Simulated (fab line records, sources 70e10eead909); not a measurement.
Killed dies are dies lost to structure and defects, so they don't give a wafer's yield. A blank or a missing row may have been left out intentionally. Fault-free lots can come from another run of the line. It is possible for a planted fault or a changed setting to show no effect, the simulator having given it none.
A struck lot beside a sound one :: flow nand harc :: 13 steps out of a route of 1302
Sound: the wafers L110.1, L110.2, L110.4. Wafers struck: L123.3, L123.5, L123.6. The cause is given at the end.
For every step that has rows: the tool of each side, followed by ch and its chambers, followed by its first start. Under that, the readings that differ: sound wafers :: struck wafers :: difference of the means :: sigmas: that difference in standard deviations of wafers without a fault.
alike: words and numbers the same on both sides, and readings whose means are apart by under 2 such deviations; not compared: readings that were withheld, readings missing a value for some wafer, numbers with overlapping values and no deviation given by the record, and bounds like >300 which may hide the same value.
A row with sigmas, a row that says differs or no value, or rows on one side alone: a step with any of these is where the two part. Numbers that have no deviation but don't overlap get no sigmas and don't part them. Lack of a reading on every wafer of one side parts them only where that side has two or more wafers.

first, 1 step without rows for these wafers: NHARC_A_SLIT_SRD_20.
NHARC_A_SLIT_CD_MEAS_21:
  sound on cd sem-02, day 20 23:08; struck on cd sem-01, day 26 12:41
  alike: cd nm
then, 3 steps without rows for these wafers: NHARC_A_SIN_REMOVE_WET_00 (chemistry H3PO4, time 15300 s); NHARC_A_SIN_REMOVE_PRECLEAN_01 (cleans in SC1); NHARC_A_SIN_REMOVE_SRD_02.
NHARC_A_SIN_REMOVE_INSPECT_04:
  sound on defect inspect-02, day 21 05:42; struck on defect inspect-01, day 26 19:14
  alike: raw defect count
NHARC_A_WL_FILL_ALD_00: deposits Al2O3, target thk 3 nm, pulse time 3 s, ald cycles 30.
  sound on ald hk-01 ch 0,1,2, day 21 05:48; struck on ald hk-01 ch 0,2,3, day 26 20:35
  alike: heater power outer w, heater power w, precursor pulse height rel, susceptor temp C
NHARC_A_WL_FILL_RTA_01: time 5 s.
  sound on rtp anneal-02 ch 0, day 21 06:04; struck on rtp anneal-01 ch 0, day 26 20:58
  alike: lamp power pct, wafer_temp_C_max
NHARC_A_WL_FILL_ALD_02: deposits TiN, target thk 2 nm, pulse time 3 s, ald cycles 100.
  sound on ald metal-02 ch 0,1,2, day 21 06:17; struck on ald metal-03 ch 0,3, day 26 21:10
  alike: heater power outer w, heater power w, precursor pulse height rel, susceptor temp C
NHARC_A_WL_FILL_CVD_03: deposits W, target thk 40 nm, time 279 s.
  sound on cvd w-02 ch 0,1, day 21 06:43; struck on cvd w-02 ch 0,1, day 26 21:40
  alike: heater power outer w, heater power w, mfc wf6 sccm, susceptor temp C, throttle valve pct
NHARC_A_WL_FILL_ETCHBACK_04: etches the open film in NF3, target depth 60 nm, time 120 s.
  sound on rie metal-02 ch 0,1, day 21 07:07; struck on rie metal-02 ch 0,1, day 26 22:00
reading: run length s (s)
sound: 141.4 141.6 141.3
struck: 57.7 57.7 57.8
difference: -83.7
sigmas: -99 or more
  alike: drypump motor current A, oes product au
  not compared: rf hours counter h
NHARC_A_WL_FILL_ETCHBACK_05: etches the open film in Cl2/BCl3, target depth 22 nm, time 60 s.
  sound on rie metal-02 ch 0,1, day 21 07:21; struck on rie metal-02 ch 0,1, day 26 22:12
  alike: drypump motor current A, oes product au, run length s, temp c
  not compared: rf hours counter h
-- the record jumps here: 4 days lie between the struck wafers' starts before and after (it left off in module A_WL_FILL and takes up again in module END, whose first step shown is number 1302 of the route) --
NHARC_END_SORT_01:
  only the struck wafers appear in the record here, on prober-02 ch 0 at day 31 00:13; the sound ones have no rows

WHERE THEY PART
Last at NHARC_END_SORT_01 as far as this record goes, first at NHARC_A_WL_FILL_ETCHBACK_04.

WHY: the cause the simulator had injected
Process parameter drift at NHARC_A_WL_FILL_ETCHBACK_04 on rie metal-02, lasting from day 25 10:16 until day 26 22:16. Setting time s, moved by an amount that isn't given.
